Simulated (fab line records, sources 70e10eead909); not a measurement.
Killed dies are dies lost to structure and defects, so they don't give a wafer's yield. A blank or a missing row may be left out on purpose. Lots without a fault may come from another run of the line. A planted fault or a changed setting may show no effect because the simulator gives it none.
One fault seen from 2 desks | flow nand_harc | each desk has only its own numbers; what lay behind them comes last

THE TOOL OWNER'S DESK: litho_track-04
The tool's own readings at NHARC_A_CHANNEL_HOLE_D1_SOFTBAKE_05 (time 55 s): means of the sampled wafers that have a number, for each lot that ran on this tool. A lot is out of limits, marked OUT, if its mean lies more than 4 standard deviations from the usual mean; the brackets give that distance.
Columns: A = heater_power_total_W at NHARC_A_CHANNEL_HOLE_D1_SOFTBAKE_05, usual 188.45 W
lot  | first seen here | A
L114 | day 9 03:00     | 188.49
L116 | day 10 00:00    | 188.34
L121 | day 12 17:00    | 188.36
L124 | day 13 08:00    | 185.01 (-25) OUT
L126 | day 14 09:00    | 185.15 (-24) OUT
This desk's finding: out of limits on L124, L126; first on L124, day 13 08:00 (heater_power_total_W at NHARC_A_CHANNEL_HOLE_D1_SOFTBAKE_05). In limits: L114, L116, L121.

THE METROLOGY DESK
What the gauges read, lot by lot, whatever tool the lot ran on: means of the sampled wafers that have a number. A lot is out of limits, marked OUT, if its mean lies more than 4 standard deviations from the usual mean; the brackets give that distance.
Columns: A = thk_nm at NHARC_A_ONON_D1_THK_MEAS_05, usual 998 nm
lot  | first seen here | A
L113 | day 8 03:01     | 1001
L114 | day 8 12:59     | 993
L115 | day 8 23:29     | 990
L116 | day 9 08:24     | 994
L121 | day 12 03:15    | 1001
L124 | day 12 14:32    | 1004
L125 | day 13 17:00    | 1013
L126 | day 13 17:00    | 999
L132 | day 16 03:17    | 989
L133 | day 16 15:18    | 982
L134 | day 16 20:40    | 996
L135 | day 17 06:31    | 1008
This desk's finding: nothing out of limits on any of the 12 lots.

PUT TOGETHER
The tool owner's desk could have raised an alarm at day 13 08:00, on L124, L126.
The metrology desk saw nothing out of limits.
The metrology desk has L124, L126 on record, within its limits.
Of the lots named, all ran NHARC_A_CHANNEL_HOLE_D1_SOFTBAKE_05 on litho_track-04.

WHAT THE SIMULATOR HAD PUT IN
Process parameter drift: litho_track-04, from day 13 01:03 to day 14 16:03, at NHARC_A_CHANNEL_HOLE_D1_SOFTBAKE_05. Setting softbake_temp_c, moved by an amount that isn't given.
Lots struck among those shown: L124, L126.
Hours from the fault's start to each desk's first reading out of limits: the tool owner's desk, 7.
